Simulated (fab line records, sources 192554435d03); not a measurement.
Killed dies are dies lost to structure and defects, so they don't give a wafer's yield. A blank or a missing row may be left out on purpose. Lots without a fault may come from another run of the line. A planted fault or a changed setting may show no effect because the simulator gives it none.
Chamber matching | flow n5_finfet | N5_BEOL_M5_ETCH_67 on rie_diel-05: 4 sister chambers
The step etches SiARC in CF4, target depth 15.6 nm, time 26 s. 4 wafers are shown with their chamber, then 10 later ones without.

WAFERS WITH THEIR CHAMBER
wafer  | chamber | showerhead_plenum_p_Torr (Torr)
L092.1 | 0       | 2.11
L092.2 | 3       | 2.05
L091.1 | 2       | 2.26
L091.4 | 1       | 2.11

WAFERS WITHOUT THEIR CHAMBER
wafer  | showerhead_plenum_p_Torr (Torr)
L091.5 | 2.05
L093.1 | 2.11
L093.3 | 2.26
L093.4 | 2.11
L095.1 | 2.26
L095.2 | 2.10
L095.3 | 2.05
L094.2 | 2.11
L094.3 | 2.26
L094.6 | 2.11

WHICH CHAMBER EACH WENT THROUGH
wafer  | from the rows above     | in truth
L091.5 | 3                       | 3
L093.1 | can't be placed: 0 or 1 | 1
L093.3 | 2                       | 2
L093.4 | can't be placed: 0 or 1 | 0
L095.1 | 2                       | 2
L095.2 | can't be placed: 0 or 1 | 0
L095.3 | 3                       | 3
L094.2 | can't be placed: 0 or 1 | 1
L094.3 | 2                       | 2
L094.6 | can't be placed: 0 or 1 | 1
Placed correctly: 5 of 10. Can't be placed from these rows: 5 (the true chamber is among the candidates in 5). Placed wrongly: 0.
How it was worked out, from the rows above alone: a wafer's distance from a chamber is the root of the sum, over the readings, of the square of ((its reading less the chamber's mean) divided by the reading's scatter). The wafer belongs to the nearest chamber; if the next one is less than 2 further off, it can't be placed. A chamber's mean is the mean of its shown wafers. The scatter: with one shown wafer a chamber, the root of the mean of the squares of how far each hidden wafer lies from its nearest shown one.
